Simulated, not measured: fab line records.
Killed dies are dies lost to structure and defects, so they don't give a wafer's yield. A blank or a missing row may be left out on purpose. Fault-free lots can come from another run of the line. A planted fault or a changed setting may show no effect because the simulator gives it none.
Split-lot experiment    flow n5-finfet    21 wafers read across 7 lots, on a route 1938 steps long

THE SPLIT ITSELF
At N5_BEOL_M8_PECVD_70 (deposits SiO2 from TEOS/O2, target thk 20 nm, time 22.7 s), the setting temp-c was moved away from the recipe's 400 C on 7 of the 21 wafers read, by -3.0% to +3.4%. The other wafers ran this setting at the recipe's value.

Reading taken at the split's own step.

THE READING
SiO2_of_BEOL_M8_PECVD_70.thk-nm (the simulator's own value, which no gauge read), in nm, at N5_BEOL_M8_PECVD_70 (deposits SiO2 from TEOS/O2, target thk 20 nm, time 22.7 s). The file does not state a usual value for it. Here, 14 wafers ran the recipe; their average is 19.9 nm with a standard deviation of 0.23 nm.

wafer   tool, chamber at the split  temp-c as run, C  against the recipe  SiO2_of_BEOL_M8_PECVD_70.thk-nm, nm  against lot-mates on the recipe
L077.1  pecvd-04, 2                 413.6             +3.4%               17.6                                 no lot-mate on the recipe
L077.2  pecvd-04, 0                 413.6             +3.4%               17.4                                 no lot-mate on the recipe
L077.3  pecvd-04, 2                 413.6             +3.4%               17.8                                 no lot-mate on the recipe
L076.2  pecvd-01, 1,2               400               recipe              19.8                                 -
L076.4  pecvd-01, 1,2               400               recipe              19.8                                 -
L076.6  pecvd-01, 1                 400               recipe              20                                   -
L080.2  pecvd-04, 1,2               400               recipe              20                                   -
L080.5  pecvd-04, 1,2               400               recipe              20                                   -
L080.4  pecvd-04, 0                 400               recipe              20.2                                 -
L090.3  pecvd-04, 2                 388.5             -2.9%               20.8                                 +1.1
L090.4  pecvd-04, 1                 400               recipe              19.8                                 -
L090.6  pecvd-04, 2                 400               recipe              19.6                                 -
L093.1  pecvd-03, 0,1               404.5             +1.1%               19.8                                 -0.6
L093.4  pecvd-03, 0,1               404.5             +1.1%               19.8                                 -0.6
L093.5  pecvd-03, 0                 400               recipe              20.4                                 -
L094.1  pecvd-04, 0                 400               recipe              19.6                                 -
L094.3  pecvd-04, 1                 400               recipe              19.8                                 -
L094.5  pecvd-04, 1                 387.8             -3.0%               21.8                                 +2.1
L097.2  pecvd-04, 0,2               400               recipe              19.6                                 -
L097.3  pecvd-04, 0,2               400               recipe              19.6                                 -
L097.4  pecvd-04, 2                 400               recipe              19.8                                 -
If several chambers appear in one row, that row covers several wafers at once and the file leaves open which wafer was in which chamber.

FIT RESULTS
A straight line over all 21 wafers: SiO2_of_BEOL_M8_PECVD_70.thk-nm changes by -0.579 nm for each +1% of temp-c; r = -0.94; the points scatter about the line by 0.35 nm.
The same after taking each lot's own level away (the mean of its wafers on the recipe; 18 wafers): -0.543 nm for each +1%; r = -0.96; scatter 0.18 nm.
The reading moves by 1.8 nm for the largest change in temp-c, on that fit.
Across the lots, their own levels run from 19.67 to 20.40 nm, a range of 3.2 times the standard deviation given above.
The two slopes agree, so the slope changes little with the lot-to-lot level.
Check: for one of the wafers moved furthest among these (-3.0%), held out of the fit, the line's prediction against its lot-mates is +1.26 nm. Against them it came out at +2.1 nm.

OTHER SPLITS ON THESE WAFERS
Before the reading, these wafers also passed through other splits. Each is held against what the fit with the lots' levels taken away leaves over:
other split on the same wafers  wafers away from the commonest value  r with SiO2_of_BEOL_M8_PECVD_70.thk-nm (lot level and that fit taken away)
N5_BEOL_M2_EXPOSE_08 dose-mj    8                                     -0.39
N5_BEOL_M3_COAT_05 spin-rpm     5                                     +0.38
N5_BEOL_M5_ETCH_41 source-w     6                                     +0.03
N5_BEOL_M7_ILD_DEP_00 time-s    8                                     +0.09

THE FILE'S OWN FIT
SiO2_of_BEOL_M8_PECVD_70.thk-nm changes by -0.544 nm for each +1% of temp-c, r = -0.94.
